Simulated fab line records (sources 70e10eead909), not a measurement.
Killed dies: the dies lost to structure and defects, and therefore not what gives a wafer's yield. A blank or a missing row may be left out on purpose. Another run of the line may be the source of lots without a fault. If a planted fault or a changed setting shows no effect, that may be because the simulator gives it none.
A lot that was struck, set against a sound lot | flow nand_harc | 15 out of 1302 route steps
Sound: wafers L664.1, L664.2, L664.5. Wafers struck: L666.1, L666.2, L666.5. The cause comes at the end.
Each step with rows lists, per side, the tool, then ch with its chambers, then its first start. Under that, the readings that differ: sound wafers | struck wafers | difference of the means | sigmas: that difference in standard deviations of wafers without a fault.
alike: readings with means less than 2 such deviations apart, plus words and numbers identical on both sides. not compared: withheld readings, readings lacking a value on some wafer, bounds such as >300 that could conceal the same value, and numbers that have no deviation in the record and whose values overlap.
A row with sigmas, a row that says differs or no value, or rows on one side alone: a step with any of these is where the two part. Numbers that don't overlap but have no deviation are shown without sigmas and don't part them. Lack of a reading on every wafer of one side parts them only where that side has two or more wafers.

first, 5 steps without rows for these wafers: NHARC_A_BONDPAD_SOFTBAKE_04 (time 70 s); NHARC_A_BONDPAD_EBR_05; NHARC_A_BONDPAD_EXPOSE_06 (exposes mask A BPAD); NHARC_A_BONDPAD_PEB_07 (peb time 80 s); NHARC_A_BONDPAD_DEVELOP_08 (time 50 s).
NHARC_A_BONDPAD_CD_MEAS_09 targets a cd of 500 nm.
  sound on cd_sem-01 ch 0, day 28 01:33; struck on cd_sem-03 ch 0, day 30 02:32
  alike: cd_nm
NHARC_A_BONDPAD_OVL_MEAS_35:
  struck on overlay-01, day 30 02:37; sound on overlay-01, day 28 01:40
  alike: overlay_x_nm, overlay_y_nm
then, 1 step without rows for these wafers: NHARC_A_BONDPAD_HARDBAKE_10 (time 65 s).
NHARC_A_BONDPAD_DESCUM_11: chemistry O2, time 3 s.
  sound on rie_diel-08 ch 1,3, day 28 01:47; struck on rie_diel-08 ch 0,3, day 30 02:46
  alike: drypump_motor_current_A, oes_product_au, rf_vpp_V, showerhead_plenum_p_Torr, throttle_valve_pct
  not compared: rf_hours_counter_h
NHARC_A_BONDPAD_ETCH_34: etches the open film in N2/H2, target depth 60 nm, overetch 18 nm, time 65.91 s.
  sound on rie_diel-08 ch 0,2, day 28 01:53; struck on rie_diel-08 ch 0,1,2, day 30 02:50
  alike: drypump_motor_current_A, h2_flow_sccm, oes_product_au, rf_vpp_V, showerhead_plenum_p_Torr, throttle_valve_pct
  not compared: rf_hours_counter_h
NHARC_A_BONDPAD_ETCH_12: etches the open film in CHF3/O2, target depth 220 nm, time 110 s.
  sound on rie_diel-08 ch 0,2,3; struck on rie_diel-08 ch 2,3
  alike: drypump_motor_current_A, oes_product_au, rf_vpp_V, showerhead_plenum_p_Torr, throttle_valve_pct
  not compared: rf_hours_counter_h
NHARC_A_BONDPAD_CD_MEAS_13:
  struck on cd_sem-03, day 30 03:04; sound on cd_sem-03, day 28 02:07
  alike: cd_nm
NHARC_A_BONDPAD_STRIP_15: strips in O2.
  sound on rie_diel-04 ch 0,1, day 28 02:13; struck on rie_diel-04 ch 0,2,3, day 30 03:08
  reading                        | sound             | struck            | difference | sigmas
  chamber_pressure_mTorr (mTorr) | 59.94 59.98 60.05 | 49.33 49.36 49.27 | -10.67     | -99 or more
  alike: drypump_motor_current_A, oes_product_au, rf_vpp_V, showerhead_plenum_p_Torr, throttle_valve_pct
  not compared: rf_hours_counter_h
NHARC_A_BONDPAD_ETCH_24: etches the open film in CF4/N2, target depth 30 nm, time 72.99 s.
  sound on rie_diel-04 ch 1,3, day 28 02:22; struck on rie_diel-04 ch 0,1,2
  alike: drypump_motor_current_A, oes_product_au, rf_vpp_V, showerhead_plenum_p_Torr, throttle_valve_pct
  not compared: rf_hours_counter_h
NHARC_END_SORT_01:
  sound on prober-02 ch 0, day 29 15:43; struck on prober-01 ch 0, day 31 10:22
  alike: defect_limited_yield, killed_at_array, killed_at_other, killed_at_periphery, killed_dies, killed_open, killed_short

## WHERE THEY PART
Within this record, at NHARC_A_BONDPAD_STRIP_15 only. Later steps at which nothing parts them and some readings are alike: NHARC_A_BONDPAD_ETCH_24, NHARC_END_SORT_01.

WHY: what the simulator had put in
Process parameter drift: rie_diel-04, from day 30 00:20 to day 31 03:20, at NHARC_A_BONDPAD_STRIP_15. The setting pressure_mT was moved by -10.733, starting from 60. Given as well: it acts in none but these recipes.
